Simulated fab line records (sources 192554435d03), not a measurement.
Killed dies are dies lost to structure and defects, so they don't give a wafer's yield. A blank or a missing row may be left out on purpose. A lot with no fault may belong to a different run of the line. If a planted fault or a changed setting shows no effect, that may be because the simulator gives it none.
Code-filled problem report in 8D (eight disciplines) form ; flow n5-finfet ; the parts of the form that need people (team, actions taken, sign-off) are left out

== 1. WHAT IS WRONG ==
head-pressure-psi at N5_BEOL_M12_CMP_49 reads a mean of 1.0669 psi on 2 wafers of 2 lots; wafers without a fault read 1.0000 psi with a standard deviation of 0.0022. Measured from the usual mean, that is +30 standard deviations.
The step: polishes, stops on SiOC, t overpolish 20.6 s, target thk 320 nm.
First observed at day 11 23:32: wafer L130.4, on cmp-04. Wafers with a number at this step in the record: 36, from 13 lots. Rule for "out", or "out of limits": more than 4 standard deviations from the usual mean. The rest of the wafers with a number are treated as sound.

== 2. WHAT IT IS; WHAT IT IS NOT ==
question;is;is not
which readings at this step;head-pressure-psi;barrier-field-endpoint-s, clearing-platen-down-force-psi, motor-current-A, platen-rpm, retaining-ring-pressure-frac
which lots;L130, L131;L126, L128, L138, L139, L140, L142, L143, L144, L145, L146, L147
which wafers of those lots;L130.4, L131.2;L130.1, L130.3, L131.3, L131.6
read on which tools;cmp-04;cmp-01, cmp-03
when;from day 11 23:32;"up to then (8 sound wafers); but 26 sound wafers of L131, L138, L139, L140, L142, L143, L144, L145, L146, L147 came after"

== 3. WHAT RULES OUT EACH SUSPECT ==
Counting: any tool at a process step up to the reading remains a suspect provided it ran every lot that is out. Sound lots after the first of them don't rule it out here, since some wafers of a struck lot are sound.
- cmp-04 at N5_BEOL_M12_CMP_49 (polishes, stops on SiOC, t overpolish 20.6 s, target thk 320 nm): kept. It processed each lot that is out (first: L130, day 11 23:32); up to then, its last sound lot is L128 (day 11 01:47). Its own head-pressure-psi readings are out on those wafers.
- At N5_BEOL_M12_CMP_49, inside cmp-04: chamber 0 took the wafers that are out, while their sound lot-mates went through chambers 1, 3.
The count leaves cmp-04 at N5_BEOL_M12_CMP_49.

== 4. THE CAUSE (what the simulator had put in) ==
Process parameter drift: cmp-04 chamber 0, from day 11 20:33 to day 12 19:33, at N5_BEOL_M12_CMP_49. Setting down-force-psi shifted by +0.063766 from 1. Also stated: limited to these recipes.
Counting left only this tool.

== 5. THE EFFECT CHAIN, in route order ==
One row per reading whose mean, taken over the struck wafers that have a number, lies over 3 standard deviations from the usual. Only readings whose record carries a usual standard deviation are examined. hours: median over the lots of the time between each lot's start at the first step of this table that gives one and its start at this step. sigmas: the change, counted in usual standard deviations.
hours;step;reading;usual;on struck wafers;change;sigmas
0;N5_BEOL_M12_CMP_49;head-pressure-psi;1.0000 psi;1.0669;+0.0669;+30
The process steps in it:
- N5_BEOL_M12_CMP_49: polishes, stops on SiOC, t overpolish 20.6 s, target thk 320 nm.

== 6. HOW IT WOULD HAVE BEEN CAUGHT EARLIER ==
In this record the first reading out of limits was taken at day 11 23:32, 3 hours after the fault began at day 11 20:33.
